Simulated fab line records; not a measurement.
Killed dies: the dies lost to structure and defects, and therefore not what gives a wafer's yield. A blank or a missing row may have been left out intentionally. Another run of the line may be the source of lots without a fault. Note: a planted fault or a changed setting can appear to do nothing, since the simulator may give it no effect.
Matching of chambers / flow nandHarc / pecvd-02 running NHARC_P_M0_DEP_00: 3 sister chambers
The step deposits SiOC, target thk 150 nm. 3 wafers are shown with their chamber, then 8 later ones without.

WAFERS WITH THEIR CHAMBER
wafer=L303.3; chamber=0; chamberPressureTorr (Torr)=5.005
wafer=L317.3; chamber=2; chamberPressureTorr (Torr)=5.001
wafer=L318.1; chamber=1; chamberPressureTorr (Torr)=4.982

WAFERS WHOSE CHAMBER IS MISSING
wafer=L318.3; chamberPressureTorr (Torr)=5.018
wafer=L318.5; chamberPressureTorr (Torr)=4.986
wafer=L319.3; chamberPressureTorr (Torr)=4.998
wafer=L319.5; chamberPressureTorr (Torr)=5.001
wafer=L319.6; chamberPressureTorr (Torr)=5.012
wafer=L320.1; chamberPressureTorr (Torr)=5.006
wafer=L320.5; chamberPressureTorr (Torr)=4.992
wafer=L320.6; chamberPressureTorr (Torr)=4.994

THE CHAMBER EACH PASSED THROUGH
wafer=L318.3; from the rows above=can't be placed: 0 or 2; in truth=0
wafer=L318.5; from the rows above=can't be placed: 1 or 2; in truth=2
wafer=L319.3; from the rows above=can't be placed: 2 or 0 or 1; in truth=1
wafer=L319.5; from the rows above=can't be placed: 2 or 0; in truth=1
wafer=L319.6; from the rows above=can't be placed: 0 or 2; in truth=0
wafer=L320.1; from the rows above=can't be placed: 0 or 2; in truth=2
wafer=L320.5; from the rows above=can't be placed: 2 or 1 or 0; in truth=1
wafer=L320.6; from the rows above=can't be placed: 2 or 0 or 1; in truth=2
0 of 8 placed correctly. Cannot be placed on the basis of these rows: 8; the candidates contain the true chamber in 7. 0 placed wrongly.
How it was worked out, from the rows above alone: a wafer's distance from a chamber is the root of the sum, over the readings, of the square of ((its reading less the chamber's mean) divided by the reading's scatter). If the next closest chamber is less than 2 further off than the closest, the wafer can't be placed; otherwise it belongs to the closest. For every chamber, the mean is computed from those of its wafers that are shown. The scatter (one wafer shown for each chamber): square how far every hidden wafer sits from the nearest shown wafer, average those squares and take the square root.
